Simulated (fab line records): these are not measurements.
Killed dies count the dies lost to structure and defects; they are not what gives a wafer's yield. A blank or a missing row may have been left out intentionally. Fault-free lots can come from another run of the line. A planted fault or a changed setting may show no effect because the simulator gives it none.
Matching of chambers -- flow nand-harc -- 4 sister chambers for NHARC_A_STAIRCASE_TRIM_229 on rie-diel-10
The step chemistry O2, time 211.2 s. 4 wafers are shown with their chamber, then 9 later ones without.

== WAFERS, EACH WITH ITS CHAMBER ==
wafer,chamber,drypump-motor-current-A (A)
L082.6,2,5.5
L086.4,3,6.1
L086.5,0,6.3
L086.6,1,6.1

== WAFERS WITHOUT THEIR CHAMBER ==
wafer,drypump-motor-current-A (A)
L089.2,6.3
L089.3,6.2
L089.4,5.5
L092.3,6.1
L092.4,6.3
L092.5,5.5
L097.2,6.1
L097.4,6.1
L097.6,6.3

== EACH ONE'S CHAMBER ==
wafer,from the rows above,in truth
L089.2,0,0
L089.3,can't be placed: 0 or 1 or 3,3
L089.4,2,2
L092.3,can't be placed: 1 or 3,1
L092.4,0,0
L092.5,2,2
L097.2,can't be placed: 1 or 3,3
L097.4,can't be placed: 1 or 3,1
L097.6,0,0
Placed correctly: 5 of 9. Not placeable from these rows: 4 (in 4, the candidates include the true chamber). Number placed wrongly: 0.
How it was worked out, from the rows above alone: a wafer's distance from a chamber is the root of the sum, over the readings, of the square of ((its reading less the chamber's mean) divided by the reading's scatter). The wafer belongs to the nearest chamber; if the next one is less than 2 further off, it can't be placed. For every chamber, the mean is computed from those of its wafers that are shown. The scatter: with one shown wafer a chamber, the root of the mean of the squares of how far each hidden wafer lies from its nearest shown one.
